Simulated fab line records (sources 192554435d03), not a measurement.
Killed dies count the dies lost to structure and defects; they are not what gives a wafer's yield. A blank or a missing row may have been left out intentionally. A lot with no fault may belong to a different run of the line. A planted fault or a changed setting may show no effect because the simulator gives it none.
fab line records | flow n5-finfet
record: lots: 7 wafers: 39
route steps=1938 shown ZERO_LAYER@16 FIN_SAQP@96 SD_EPI_N@288 HKMG_FIN@388 MOL_CONTACT_COAG@532 BEOL_M0_CUTY@713 BEOL_M2@890 BEOL_M3@994 BEOL_M6@1194 BEOL_M8@1332 BEOL_M9@1405 BEOL_M11@1536 BEOL_M13@1696 BEOL_M15@1827 PASSIVATION@1936
start-h: the number of hours between the record's first day and the start of the first shown wafer of the lot | wait-h: hours elapsed since this lot's preceding step | " same as the row above | L1.1+2: one row covering several wafers at once | - either no value or no given start | * or withheld: withheld | < > ~ a bound
route shown NAME@n: names a module that has steps shown in the file, with the first one's number in the route | usual: mean/standard deviation of fault-free wafers | same: alike in all rows | chamber/n: place in a boat | sites: readings site by site | _std_site: standard deviation across them | _edge_site: inner sites' mean taken away from outer sites' mean | radius-mm: for every site, how far away it sits from the centre of the wafer | mask NAME#n: copy n | behind: the last tool/chamber to shape the wafer | hold: the reason the lot was held/the length of the hold in hours/how it ended | device: the transistor (n, p or np) that didn't switch | end of line: the same wafers' tests at the end of the route | a step without rows: its recipe alone | killed: dies lost to structure and defects at the first sort, not the wafer's yield | map: a wafer's dies, x killed, . not, _ none there
set.NAME: the setting as run; set.NAME@STEP: as run at that earlier step | model.NAME: the simulator's own value behind a step, which no gauge read
lots run with intentionally changed settings; tables by step, rows by wafer
== steps ==
step: N5_ZERO_LAYER_ETCH_18
recipe: chemistry: HBr/Cl2 target: Si target-depth-a: 1200 time-s: 40 pressure-mtorr: 10 icp-w: 800 bias-w: 75 HBr_flow_sccm: 150 Cl2_flow_sccm: 80
step: N5_FIN_SAQP_HM_DEP_03
recipe: material: SiNx target-thk-a: 380 temp-c: 400 precursor: SiH4/NH3/N2 pressure-torr: 1.5 rf-w: 300 time-s: 33.6
step: N5_SD_EPI_N_EPI_21
recipe: material: Si:P dopant: P temp-c: 680 pressure-torr: 255 time-s: 690
step: N5_HKMG_FIN_ALD_74
recipe: material: La2O3 target-thk-a: 5 temp-c: 250 ald-precursor-family: La-Cp ald-co-reactant: O3 pulse-time-s: 6 co-reactant-pulse-time-s: 1 purge-time-s: 3 co-reactant-purge-time-s: 3
step: N5_MOL_CONTACT_COAG_ETCH_106
recipe: chemistry: N2/H2 target: SOC target-depth-a: 800 overetch-a: 160 mask-material: SiARC temp-c: 40 time-s: 120 ion-energy-ev: 200 pressure-mtorr: 30 source-w: 840 bias-w: 150 n2-flow-sccm: 200 h2-flow-sccm: 200
step: N5_BEOL_M0_CUTY_ETCH_63
recipe: chemistry: N2/H2 target: SOC target-depth-a: 827 overetch-a: 165 mask-material: SiARC temp-c: 40 ion-energy-ev: 200 time-s: 124 pressure-mtorr: 30 source-w: 840 bias-w: 150 n2-flow-sccm: 200 h2-flow-sccm: 200
step: N5_BEOL_M2_TRENCH_ETCH_37
recipe: chemistry: C4F6/O2 target-depth-a: 555.55 target: SiOC time-s: 29.2 ion-energy-ev: 250 pressure-mtorr: 30 source-w: 355 bias-w: 185 Ar_flow_sccm: 300 C4F6_flow_sccm: 10 O2_flow_sccm: 10
step: N5_BEOL_M3_SPUTTER_48
recipe: material: Cu target-thk-a: 45 temp-c: -20 chamber-pressure-pa: 0.07 power-w: withheld time-s: 8.29
step: N5_BEOL_M6_ILD_DEP_00
recipe: material: SiCOH_lowk target-thk-a: 1797.5 temp-c: 300 precursor: DEMS/porogen pressure-torr: 5 rf-w: 500 time-s: 33.4
step: N5_BEOL_M8_ILD_DEP_00
step: N5_BEOL_M9_HM_DEP_02
recipe: material: TiN target-thk-a: 200 temp-c: 25 chamber-pressure-pa: 0.49996
step: N5_BEOL_M11_ILD_DEP_00
recipe: material: SiCOH_lowk target-thk-a: 3085.1 temp-c: 300 precursor: DEMS/porogen pressure-torr: 5 rf-w: 500 time-s: 58
step: N5_BEOL_M13_TRENCH_ETCH_34
recipe: chemistry: C4F8/O2/Ar target: SiOC target-depth-a: 4134.7 mask-material: SOC pressure-mtorr: 30 source-w: 3000 bias-w: 700 Ar_flow_sccm: 400 C4F8_flow_sccm: 15 O2_flow_sccm: 8 he-inner-torr: 15 he-outer-torr: 30 time-s: 162.6 ion-energy-ev: 250
step: N5_BEOL_M15_DEP_53
recipe: material: SiCN target-thk-a: 500 temp-c: withheld precursor: 3MS/NH3 pressure-torr: 3 rf-w: 675 time-s: 17.8
step: N5_PASSIVATION_PROBE_49
usual: killed_at_M0_to_M3: 33/10
columns lot.wafer tool chamber start-h wait-h set.target-depth-a@ZERO_LAYER_ETCH_18 set.target-thk-a@FIN_SAQP_HM_DEP_03 set.time-s@SD_EPI_N_EPI_21 set.co-reactant-pulse-time-s@HKMG_FIN_ALD_74 set.target-depth-a@MOL_CONTACT_COAG_ETCH_106 set.time-s@BEOL_M0_CUTY_ETCH_63 set.target-depth-a@BEOL_M2_TRENCH_ETCH_37 set.target-thk-a@BEOL_M3_SPUTTER_48 set.target-thk-a@BEOL_M6_ILD_DEP_00 set.time-s@BEOL_M8_ILD_DEP_00 set.target-thk-a@BEOL_M9_HM_DEP_02 set.target-thk-a@BEOL_M11_ILD_DEP_00 set.time-s@BEOL_M13_TRENCH_ETCH_34 set.target-thk-a@BEOL_M15_DEP_53 killed_at_M0_to_M3
L075.1 prober-01 - 312.24 0.0 1200 380 374.5 1 800 183.2 555.55 45 2070 33.4 200 3085.1 162.6 500 24
L075.2 prober-01 - 312.29 0.1 1200 380 690 1 800 183.2 555.55 32.29 2070 33.4 126.9 3771 202.8 500 46
L075.3 prober-01 - 312.34 0.1 805.4 380 690 1.504 800 124 555.55 45 1797.5 33.4 200 3771 202.8 500 40
L075.4 prober-01 - 312.39 0.2 805.4 380 374.5 1.504 800 183.2 555.55 32.29 1797.5 33.4 200 3085.1 202.8 730.6 47
L075.5 prober-01 - 312.44 0.2 1200 380 690 1.504 800 124 555.55 32.29 2070 33.4 126.9 3771 162.6 730.6 26
L075.6 prober-01 - 312.49 0.3 805.4 380 374.5 1 800 124 555.55 45 1797.5 33.4 126.9 3085.1 162.6 730.6 24
L077.1 prober-01 - 321.01 0.0 967.4 380 483.2 1 800 124 555.55 45 2235 33.4 200 3085.1 235.1 500 49
L077.2 prober-01 - 321.06 0.1 967.4 207.4 690 1 1043 84.27 245.1 45 1797.5 33.4 200 3085.1 162.6 500 1117
L077.3 prober-01 - 321.11 0.1 1200 380 483.2 1.51 800 84.27 555.55 45 2235 33.4 304.1 3085.1 162.6 500 54
L077.4 prober-01 - 321.16 0.2 1200 207.4 483.2 1 1043 124 245.1 45 2235 33.4 304.1 3085.1 162.6 500 1130
L077.5 prober-01 - 321.21 0.2 967.4 207.4 690 1.51 800 84.27 245.1 45 1797.5 33.4 200 3085.1 235.1 500 1114
L077.6 prober-01 - 321.26 0.3 1200 380 690 1.51 1043 124 555.55 45 1797.5 33.4 304.1 3085.1 235.1 500 39
L080.1 prober-02 - 335.16 0.0 638.6 380 690 1.29 1077 124 555.55 45 1797.5 48.5 200 2304 162.6 500 35
L080.2 prober-02 - 335.21 0.1 1200 242.5 992 1 800 104.3 555.55 45 2369 48.5 141.2 2304 213.9 273.7 35
L080.3 prober-02 - 335.26 0.1 638.6 242.5 992 1 1077 124 555.55 60.75 1797.5 33.4 141.2 3085.1 162.6 500 42
L080.4 prober-02 - 335.31 0.2 1200 242.5 690 1.29 800 124 758.7 45 2369 33.4 141.2 3085.1 213.9 500 31
L080.5 prober-02 - 335.36 0.2 638.6 380 992 1.29 800 104.3 758.7 60.75 1797.5 48.5 200 3085.1 213.9 273.7 32
L080.6 prober-02 - 335.41 0.3 1200 380 690 1 1077 104.3 758.7 60.75 2369 33.4 200 2304 162.6 273.7 30
L079.1 prober-01 - 336.55 0.0 1200 380 690 1 800 124 555.55 45 1797.5 33.4 200 3085.1 162.6 414.9 32
L079.2 prober-01 - 336.60 0.1 1200 380 690 1 800 124 555.55 45 1797.5 33.4 164.2 3085.1 108.6 414.9 51
L079.3 prober-01 - 336.65 0.1 1200 380 690 0.6701 800 124 555.55 45 1521 33.4 200 3085.1 162.6 414.9 50
L079.4 prober-01 - 336.70 0.2 1200 380 690 0.6701 800 124 555.55 45 1797.5 33.4 164.2 3085.1 162.6 500 30
L079.5 prober-01 - 336.75 0.2 1200 380 690 1 800 124 555.55 45 1521 33.4 200 3085.1 108.6 500 41
L079.6 prober-01 - 336.80 0.3 1200 380 690 0.6701 800 124 555.55 45 1521 33.4 164.2 3085.1 108.6 500 46
L082.1 prober-01 - 349.35 0.0 1200 568.5 690 1 800 124 555.55 45 1797.5 33.4 104.6 3085.1 189.3 602.3 53
L082.2 prober-01 - 349.40 0.1 1200 380 690 1 1047 98.12 555.55 18.69 1141 33.4 104.6 3085.1 162.6 602.3 34
L082.3 prober-01 - 349.45 0.1 1393 568.5 1033 1 1047 124 555.55 18.69 1141 33.4 200 3085.1 189.3 500 58
L082.4 prober-01 - 349.50 0.2 1393 568.5 1033 0.5228 800 98.12 555.55 45 1141 33.4 200 3085.1 189.3 602.3 44
L082.5 prober-01 - 349.55 0.2 1200 380 1033 0.5228 800 124 555.55 18.69 1797.5 33.4 104.6 3085.1 162.6 500 32
L082.6 prober-01 - 349.60 0.3 1393 380 690 0.5228 1047 98.12 555.55 45 1797.5 33.4 200 3085.1 162.6 500 41
L088.1 prober-01 - 397.92 0.0 882.2 217.3 690 1 800 124 240.2 45 2352 40.19 200 3085.1 254.7 500 1098
L088.2 prober-01 - 397.97 0.1 1200 217.3 690 1 800 87.18 240.2 55.63 1797.5 40.19 200 3085.1 254.7 500 1108
L088.3 prober-01 - 398.02 0.1 1200 380 690 1 800 124 555.55 55.63 1797.5 33.4 200 3085.1 254.7 500 13
L088.4 prober-01 - 398.07 0.2 882.2 217.3 449.9 1 800 87.18 555.55 45 1797.5 40.19 200 3085.1 162.6 500 122
L088.5 prober-01 - 398.12 0.2 882.2 380 449.9 1 800 124 555.55 55.63 2352 33.4 200 3085.1 162.6 500 23
L088.6 prober-01 - 398.17 0.3 1200 380 449.9 1 800 87.18 240.2 45 2352 33.4 200 3085.1 162.6 500 1104
L094.1 prober-02 - 439.25 0.0 1200 380 690 1 800 124 555.55 45 1797.5 33.4 200 3085.1 162.6 500 56
L094.2 prober-02 - 439.30 0.1 1200 380 690 1 800 124 555.55 45 1797.5 33.4 200 3085.1 162.6 500 61
L094.5 prober-02 - 439.45 0.2 1200 380 690 1 800 124 555.55 45 1797.5 33.4 200 3085.1 162.6 500 31
killed by level:class
L075.1 MOL_CONTACT_COAG:geometric-particle:open=8 BEOL_M2:geometric-particle:open=8 FIN_SAQP:geometric-particle:open=4 GATE_CUT:geometric-particle:short=4 MOL_CONTACT_COAG:geometric-particle:short=4 BEOL_M0_SAQP:geometric-particle:short=4 BEOL_M4:geometric-particle:open=4 BEOL_M6:geometric-particle:open=4
L075.2 BEOL_M0_SAQP:geometric-particle:open=11 STI_FIN_REVEAL:geometric-particle:open=10 BEOL_M1:geometric-particle:open=10 DUMMY_GATE:geometric-particle:open=8 MOL_CONTACT_COAG:geometric-particle:open=8 BEOL_M3:geometric-particle:open=8 FIN_SAQP:geometric-particle:open=7 BEOL_M0_SAQP:geometric-particle:short=7
L075.3 BEOL_M2:geometric-particle:open=12 MOL_CONTACT_COAG:geometric-particle:open=8 FIN_SAQP:geometric-particle:open=7 BEOL_M0_SAQP:geometric-particle:open=7 BEOL_M4:geometric-particle:open=6 HKMG_FIN:area-etch=6 BEOL_M1:geometric-particle:open=4 BEOL_M2:geometric-particle:short=4
L075.4 BEOL_M2:geometric-particle:open=11 MOL_CONTACT_COAG:geometric-particle:open=9 BEOL_M0_SAQP:geometric-particle:short=8 BEOL_M0_SAQP:geometric-particle:open=7 BEOL_M1:geometric-particle:open=6 BEOL_M3:geometric-particle:open=6 STARTING-WAFER:geometric-particle:open=4 BEOL_M3:geometric-particle:short=4
L075.5 FIN_SAQP:geometric-particle:short=9 BEOL_M0_SAQP:geometric-particle:short=8 MOL_CONTACT_COAG:geometric-particle:open=7 HKMG_FIN:area-etch=7 FIN_SAQP:geometric-particle:open=6 BEOL_M2:geometric-particle:open=6 BEOL_M0_SAQP:geometric-particle:open=5 STARTING-WAFER:geometric-particle:open=5
L075.6 MOL_CONTACT_COAG:geometric-particle:open=11 FIN_SAQP:geometric-particle:short=7 BEOL_M4:geometric-particle:open=7 BEOL_M0_SAQP:geometric-particle:short=6 ILD0:geometric-particle:short=4 BEOL_M2:geometric-particle:open=4 BEOL_M3:geometric-particle:short=4 DUMMY_GATE:geometric-particle:open=3
L077.1 BEOL_M2:geometric-particle:open=15 HKMG_FIN:area-etch=11 MOL_CONTACT_COAG:geometric-particle:open=10 BEOL_M0:geometric-particle:short=8 BEOL_M1:geometric-particle:open=7 MOL_CONTACT_COAG:geometric-particle:short=6 GATE_CUT:geometric-particle:short=5 BEOL_M0_SAQP:geometric-particle:short=5
L077.2 BEOL_M2:area-ecd=943 BEOL_M0_CUTY:area-etch=144 MOL_CONTACT_COAG:geometric-particle:open=12 DUMMY_GATE:geometric-particle:open=11 MOL_CONTACT_COAG:geometric-particle:short=9 BEOL_M0_SAQP:geometric-particle:short=9 BEOL_M0_SAQP:geometric-particle:open=9 FIN_SAQP:geometric-particle:short=6
L077.3 BEOL_M9:area-open=955 MOL_CONTACT_COAG:geometric-particle:open=16 BEOL_M0_CUTY:area-etch=15 BEOL_M0_SAQP:geometric-particle:short=14 BEOL_M0_SAQP:geometric-particle:open=11 STI_FIN_REVEAL:geometric-particle:open=6 DUMMY_GATE:geometric-particle:open=6 BEOL_M1:geometric-particle:open=4
L077.4 BEOL_M2:area-ecd=1104 MOL_CONTACT_COAG:geometric-particle:open=15 BEOL_M2:geometric-particle:open=7 BEOL_M0_SAQP:geometric-particle:short=7 BEOL_M0_SAQP:geometric-particle:open=6 GATE_CUT:geometric-particle:short=5 DUMMY_GATE:geometric-particle:open=4 BEOL_M1:geometric-particle:open=4
L077.5 BEOL_M2:area-ecd=607 BEOL_M0_CUTY:area-etch=467 MOL_CONTACT_COAG:geometric-particle:open=14 BEOL_M0_SAQP:geometric-particle:open=11 BEOL_M0_SAQP:geometric-particle:short=11 HKMG_FIN:area-etch=11 BEOL_M2:geometric-particle:open=7 STARTING-WAFER:geometric-particle:short=5
L077.6 BEOL_M9:area-open=1050 MOL_CONTACT_COAG:geometric-particle:open=19 BEOL_M2:geometric-particle:open=12 BEOL_M0_SAQP:geometric-particle:short=9 BEOL_M0_SAQP:geometric-particle:open=8 STI_FIN_REVEAL:geometric-particle:open=7 FIN_SAQP:geometric-particle:short=6 BEOL_M2:geometric-particle:short=4
L080.1 HKMG_FIN:area-etch=23 FIN_SAQP:geometric-particle:open=12 FIN_SAQP:geometric-particle:short=11 BEOL_M0_SAQP:geometric-particle:short=9 BEOL_M0_SAQP:geometric-particle:open=9 STI_FIN_REVEAL:geometric-particle:open=6 MOL_CONTACT_COAG:geometric-particle:open=6 BEOL_M2:geometric-particle:open=5
L080.2 BEOL_M8:area-etch=1086 BEOL_M0_SAQP:geometric-particle:open=10 MOL_CONTACT_COAG:geometric-particle:open=10 BEOL_M2:geometric-particle:open=8 BEOL_M1:geometric-particle:short=6 STARTING-WAFER:geometric-particle:open=6 FIN_SAQP:geometric-particle:short=5 FIN_SAQP:geometric-particle:open=5
L080.3 STI_FIN_REVEAL:geometric-particle:open=13 MOL_CONTACT_COAG:geometric-particle:open=12 BEOL_M2:geometric-particle:open=9 BEOL_M1:geometric-particle:open=8 BEOL_M0_SAQP:geometric-particle:short=8 BEOL_M3:geometric-particle:open=7 FIN_SAQP:geometric-particle:open=6 GATE_CUT:geometric-particle:open=5
L080.4 MOL_CONTACT_COAG:geometric-particle:open=7 GATE_CUT:geometric-particle:short=6 BEOL_M1:geometric-particle:open=6 BEOL_M3:geometric-particle:open=6 FIN_SAQP:geometric-particle:short=5 BEOL_M4:geometric-particle:open=5 FIN_SAQP:geometric-particle:open=4 STI_FIN_REVEAL:geometric-particle:open=4
L080.5 MOL_CONTACT_COAG:geometric-particle:open=15 BEOL_M0_SAQP:geometric-particle:open=9 BEOL_M2:geometric-particle:open=8 STI_FIN_REVEAL:geometric-particle:open=7 FIN_SAQP:geometric-particle:open=6 BEOL_M0_SAQP:geometric-particle:short=6 DUMMY_GATE:geometric-particle:open=5 FIN_SAQP:geometric-particle:short=4
L080.6 MOL_CONTACT_COAG:geometric-particle:open=12 BEOL_M2:geometric-particle:open=10 BEOL_M1:geometric-particle:open=8 STI_FIN_REVEAL:geometric-particle:open=7 FIN_SAQP:geometric-particle:open=6 GATE_CUT:geometric-particle:short=4 BEOL_M0_SAQP:geometric-particle:open=4 BEOL_M5:geometric-particle:open=4
L079.1 BEOL_M2:geometric-particle:open=14 MOL_CONTACT_COAG:geometric-particle:open=14 FIN_SAQP:geometric-particle:open=9 BEOL_M1:geometric-particle:open=9 BEOL_M4:geometric-particle:open=8 HKMG_FIN:area-etch=8 STARTING-WAFER:geometric-particle:open=4 BEOL_M0_SAQP:geometric-particle:short=4
L079.2 BEOL_M2:geometric-particle:open=20 MOL_CONTACT_COAG:geometric-particle:open=12 BEOL_M0_SAQP:geometric-particle:short=12 FIN_SAQP:geometric-particle:short=9 BEOL_M0_SAQP:geometric-particle:open=9 BEOL_M4:geometric-particle:open=8 FIN_SAQP:geometric-particle:open=6 BEOL_M3:geometric-particle:open=3
L079.3 FIN_SAQP:geometric-particle:open=13 BEOL_M2:geometric-particle:open=10 FIN_SAQP:geometric-particle:short=9 BEOL_M0_SAQP:geometric-particle:open=8 BEOL_M0:geometric-particle:open=8 BEOL_M0_SAQP:geometric-particle:short=7 BEOL_M5:geometric-particle:open=7 BEOL_M4:geometric-particle:open=7
L079.4 FIN_SAQP:geometric-particle:short=10 MOL_CONTACT_COAG:geometric-particle:open=8 BEOL_M2:geometric-particle:open=8 FIN_SAQP:geometric-particle:open=7 BEOL_M0_SAQP:geometric-particle:short=6 BEOL_M0_SAQP:geometric-particle:open=6 GATE_CUT:geometric-particle:short=4 BEOL_M5:geometric-particle:open=4
L079.5 MOL_CONTACT_COAG:geometric-particle:open=13 BEOL_M2:geometric-particle:open=12 BEOL_M4:geometric-particle:open=10 BEOL_M0_SAQP:geometric-particle:open=9 BEOL_M0_SAQP:geometric-particle:short=8 FIN_SAQP:geometric-particle:short=6 BEOL_M1:geometric-particle:open=6 FIN_SAQP:geometric-particle:open=5
L079.6 BEOL_M2:geometric-particle:open=17 BEOL_M0_SAQP:geometric-particle:open=10 FIN_SAQP:geometric-particle:open=9 MOL_CONTACT_COAG:geometric-particle:open=8 BEOL_M4:geometric-particle:open=7 BEOL_M1:geometric-particle:open=6 FIN_SAQP:geometric-particle:short=5 BEOL_M0_SAQP:geometric-particle:short=5
L082.1 BEOL_M0_SAQP:geometric-particle:open=15 BEOL_M0_SAQP:geometric-particle:short=15 BEOL_M1:geometric-particle:open=14 MOL_CONTACT_COAG:geometric-particle:open=12 FIN_SAQP:geometric-particle:open=6 BEOL_M1:geometric-particle:short=6 BEOL_M4:geometric-particle:short=6 STI_FIN_REVEAL:geometric-particle:open=4
L082.2 BEOL_M6:area-dep=110 BEOL_M0_SAQP:geometric-particle:open=7 MOL_CONTACT_COAG:geometric-particle:open=7 BEOL_M3:interface-void-opened=7 BEOL_M0_SAQP:geometric-particle:short=6 BEOL_M2:geometric-particle:open=6 BEOL_M4:geometric-particle:open=6 FIN_SAQP:geometric-particle:open=4
L082.3 BEOL_M6:area-dep=60 BEOL_M0_SAQP:geometric-particle:open=16 BEOL_M0_SAQP:geometric-particle:short=15 MOL_CONTACT_COAG:geometric-particle:open=10 BEOL_M4:geometric-particle:open=7 BEOL_M2:geometric-particle:open=7 BEOL_M1:geometric-particle:open=6 STARTING-WAFER:geometric-particle:open=5
L082.4 BEOL_M6:area-dep=48 BEOL_M0_SAQP:geometric-particle:open=12 BEOL_M3:geometric-particle:open=11 MOL_CONTACT_COAG:geometric-particle:open=10 BEOL_M1:geometric-particle:open=8 STI_FIN_REVEAL:geometric-particle:open=6 BEOL_M2:geometric-particle:open=6 BEOL_M4:geometric-particle:open=6
L082.5 BEOL_M1:geometric-particle:open=11 BEOL_M4:geometric-particle:open=6 MOL_CONTACT_COAG:geometric-particle:open=5 BEOL_M2:geometric-particle:open=5 BEOL_M8:geometric-particle:open=5 STI_FIN_REVEAL:geometric-particle:open=4 DUMMY_GATE:geometric-particle:open=4 BEOL_M3:interface-void-opened=4
L082.6 STI_FIN_REVEAL:geometric-particle:open=10 BEOL_M0_SAQP:geometric-particle:open=10 MOL_CONTACT_COAG:geometric-particle:open=9 BEOL_M0_SAQP:geometric-particle:short=8 BEOL_M2:geometric-particle:open=6 BEOL_M3:geometric-particle:open=6 GATE_CUT:geometric-particle:short=5 STARTING-WAFER:geometric-particle:open=5
L088.1 BEOL_M2:area-ecd=1064 MOL_CONTACT_COAG:geometric-particle:open=19 FIN_SAQP:geometric-particle:open=11 BEOL_M0_SAQP:geometric-particle:short=11 FIN_SAQP:geometric-particle:short=10 BEOL_M0_SAQP:geometric-particle:open=9 DUMMY_GATE:geometric-particle:open=6 GATE_CUT:geometric-particle:short=6
L088.2 BEOL_M2:area-ecd=1088 MOL_CONTACT_COAG:geometric-particle:open=13 DUMMY_GATE:geometric-particle:open=8 STI_FIN_REVEAL:geometric-particle:open=7 BEOL_M1:geometric-particle:open=7 GATE_CUT:geometric-particle:short=6 BEOL_M0_CUTY:area-etch=6 FIN_SAQP:geometric-particle:open=5
L088.3 FIN_SAQP:geometric-particle:short=19 MOL_CONTACT_COAG:geometric-particle:open=16 FIN_SAQP:geometric-particle:open=5 DUMMY_GATE:geometric-particle:open=4 GATE_CUT:geometric-particle:short=4 BEOL_M2:geometric-particle:open=4 STI_FIN_REVEAL:geometric-particle:open=3 STARTING-WAFER:geometric-particle:open=3
L088.4 BEOL_M0_CUTY:area-etch=98 MOL_CONTACT_COAG:geometric-particle:open=22 DUMMY_GATE:geometric-particle:open=7 MOL_CONTACT_COAG:geometric-particle:short=6 FIN_SAQP:geometric-particle:open=5 STI_FIN_REVEAL:geometric-particle:open=5 BEOL_M0:geometric-particle:open=5 BEOL_M1:geometric-particle:short=4
L088.5 MOL_CONTACT_COAG:geometric-particle:open=15 STI_FIN_REVEAL:geometric-particle:open=7 DUMMY_GATE:geometric-particle:open=7 GATE_CUT:geometric-particle:short=5 BEOL_M0:geometric-particle:open=5 BEOL_M3:geometric-particle:open=5 BEOL_M3:geometric-particle:short=4 BEOL_M4:geometric-particle:open=4
L088.6 BEOL_M2:area-ecd=1010 BEOL_M0_CUTY:area-etch=72 FIN_SAQP:geometric-particle:short=19 MOL_CONTACT_COAG:geometric-particle:open=15 BEOL_M0_SAQP:geometric-particle:short=10 FIN_SAQP:geometric-particle:open=9 MOL_CONTACT_COAG:geometric-particle:short=6 BEOL_M5:geometric-particle:open=6
L094.1 STI_FIN_REVEAL:geometric-particle:open=17 BEOL_M0_SAQP:geometric-particle:short=14 BEOL_M0_SAQP:geometric-particle:open=12 MOL_CONTACT_COAG:geometric-particle:open=10 BEOL_M3:geometric-particle:open=10 BEOL_M0:geometric-particle:open=7 FIN_SAQP:geometric-particle:short=6 BEOL_M1:geometric-particle:open=5
L094.2 FIN_SAQP:geometric-particle:short=17 BEOL_M0_SAQP:geometric-particle:short=17 BEOL_M0_SAQP:geometric-particle:open=17 STI_FIN_REVEAL:geometric-particle:open=11 BEOL_M5:geometric-particle:open=6 GATE_CUT:geometric-particle:short=5 BEOL_M1:geometric-particle:open=5 BEOL_M3:geometric-particle:short=5
L094.5 BEOL_M0_SAQP:geometric-particle:open=13 FIN_SAQP:geometric-particle:open=12 FIN_SAQP:geometric-particle:short=12 MOL_CONTACT_COAG:geometric-particle:open=12 BEOL_M0_SAQP:geometric-particle:short=10 STI_FIN_REVEAL:geometric-particle:open=4 BEOL_M2:geometric-particle:open=3 BEOL_M3:geometric-particle:open=3
== key ==
split: step: N5_ZERO_LAYER_ETCH_18 setting: target-depth-a stated-as: 1200
response none clear
split: step: N5_FIN_SAQP_HM_DEP_03 setting: target-thk-a stated-as: 380
response none clear
split: step: N5_SD_EPI_N_EPI_21 setting: time-s stated-as: 690
response none clear
split: step: N5_HKMG_FIN_ALD_74 setting: co-reactant-pulse-time-s stated-as: 1
response none clear
split: step: N5_MOL_CONTACT_COAG_ETCH_106 setting: target-depth-a stated-as: 800
response none clear
split: step: N5_BEOL_M0_CUTY_ETCH_63 setting: time-s stated-as: 124
response none clear
split: step: N5_BEOL_M2_TRENCH_ETCH_37 setting: target-depth-a stated-as: 555.55
response: step: N5_PASSIVATION_PROBE_49 reading: killed_at_M0_to_M3 slope: -17.5 per: 1% together-with: all explained: 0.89
split: step: N5_BEOL_M3_SPUTTER_48 setting: target-thk-a stated-as: 45
response none clear
split: step: N5_BEOL_M6_ILD_DEP_00 setting: target-thk-a stated-as: 1797.5
response none clear
split: step: N5_BEOL_M8_ILD_DEP_00 setting: time-s stated-as: 33.4
response none clear
split: step: N5_BEOL_M9_HM_DEP_02 setting: target-thk-a stated-as: 200
response none clear
split: step: N5_BEOL_M11_ILD_DEP_00 setting: target-thk-a stated-as: 3085.1
response none clear
split: step: N5_BEOL_M13_TRENCH_ETCH_34 setting: time-s stated-as: 162.6
response none clear
split: step: N5_BEOL_M15_DEP_53 setting: target-thk-a stated-as: 500
response none clear
